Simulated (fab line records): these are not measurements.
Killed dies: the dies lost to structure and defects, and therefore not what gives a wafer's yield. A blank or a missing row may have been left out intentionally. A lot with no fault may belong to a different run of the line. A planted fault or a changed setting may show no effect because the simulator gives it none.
What tool caused it?    flow nand-harc    11 lots, 33 wafers sampled, at 4 steps of a route of 1302

WHAT THE GAUGES READ, wafer by wafer
NHARC_P_CONTACT_CD_MEAS_12 targets a cd of 90 nm.
lot   measured      on         cd-nm (nm)
L795  day 6 03:26   cd-sem-03  91.3 91.4 91.7
L796  day 6 11:08   cd-sem-01  89.5 89.7 88.8
L797  day 6 16:40   cd-sem-02  90.6 89.5 89.8
L798  day 7 10:51   cd-sem-01  90.0 89.3 90.4
L799  day 7 13:06   cd-sem-01  89.0 89.7 89.2
L800  day 8 01:48   cd-sem-03  91.2 89.8 90.7
L806  day 10 16:05  cd-sem-02  90.7 91.1 90.3
L810  day 12 00:15  cd-sem-03  87.5 91.0 90.7
L816  day 14 17:17  cd-sem-02  90.0 89.5 89.5
L817  day 15 01:45  cd-sem-03  89.6 89.2 91.0
L818  day 15 07:53  cd-sem-02  88.6 89.9 88.6

EACH LOT AND THE TOOL THAT RAN IT (in order: tool; ch and the chambers of the sampled wafers; start)
lot   NHARC_P_GATE_STRIP_95                 NHARC_P_GATE_RTA_80               NHARC_P_CONTACT_DEVELOP_11
L795  plasma-asher-01 ch 0,1, day 5 23:58   rtp-anneal-02 ch 0, day 6 01:09   litho-track-04 ch 0, day 6 03:00
L796  plasma-asher-01 ch 0,1, day 6 07:43   rtp-anneal-02 ch 0, day 6 08:53   litho-track-06 ch 0, day 6 11:00
L797  plasma-asher-02 ch 0,1, day 6 13:16   rtp-anneal-01 ch 0, day 6 14:27   litho-track-06 ch 0, day 6 16:00
L798  plasma-asher-02 ch 0,1, day 7 07:25   rtp-anneal-02 ch 0, day 7 08:39   litho-track-01 ch 0, day 7 10:00
L799  plasma-asher-02 ch 0,1, day 7 09:33   rtp-anneal-01 ch 0, day 7 10:50   litho-track-06 ch 0, day 7 13:00
L800  plasma-asher-02 ch 0,1, day 7 22:20   rtp-anneal-01 ch 0, day 7 23:35   litho-track-04 ch 0, day 8 01:00
L806  plasma-asher-01 ch 0,1, day 10 12:26  rtp-anneal-02 ch 0, day 10 13:50  litho-track-04 ch 0, day 10 15:00
L810  plasma-asher-02 ch 0,1, day 11 20:49  rtp-anneal-01 ch 0, day 11 22:01  litho-track-01 ch 0, day 12 00:00
L816  plasma-asher-01 ch 0,1, day 14 13:52  rtp-anneal-01 ch 0, day 14 15:04  litho-track-06 ch 0, day 14 17:00
L817  plasma-asher-02 ch 0,1, day 14 22:27  rtp-anneal-02 ch 0, day 14 23:37  litho-track-01 ch 0, day 15 01:00
L818  plasma-asher-01 ch 0,1, day 15 04:28  rtp-anneal-02 ch 0, day 15 05:41  litho-track-06 ch 0, day 15 07:00
- NHARC_P_GATE_STRIP_95: strips in O2.
- NHARC_P_GATE_RTA_80: time 30 s.
- NHARC_P_CONTACT_DEVELOP_11: develop time 35 s.

THE ANSWER, worked out from the rows above alone
Rule: usual is defined by the lots themselves. The widest of any qualifying gaps counts: lots, ordered by their means at a reading, are off when they make up no more than a third of the lots, leave a main group of 4 or more, and stand apart from it by 3 or more times the standard deviation of that group's means. A main group whose means are all the same, to the digits that the tables above print for the reading, isn't used. A lot without any number at a reading at which 4 lots or more have one is off too. Any other lot the step has rows for is counted as sound.
No lot is off on any of the readings shown, so nothing can be concluded from this.

WHAT THE SIMULATOR HAD INSERTED
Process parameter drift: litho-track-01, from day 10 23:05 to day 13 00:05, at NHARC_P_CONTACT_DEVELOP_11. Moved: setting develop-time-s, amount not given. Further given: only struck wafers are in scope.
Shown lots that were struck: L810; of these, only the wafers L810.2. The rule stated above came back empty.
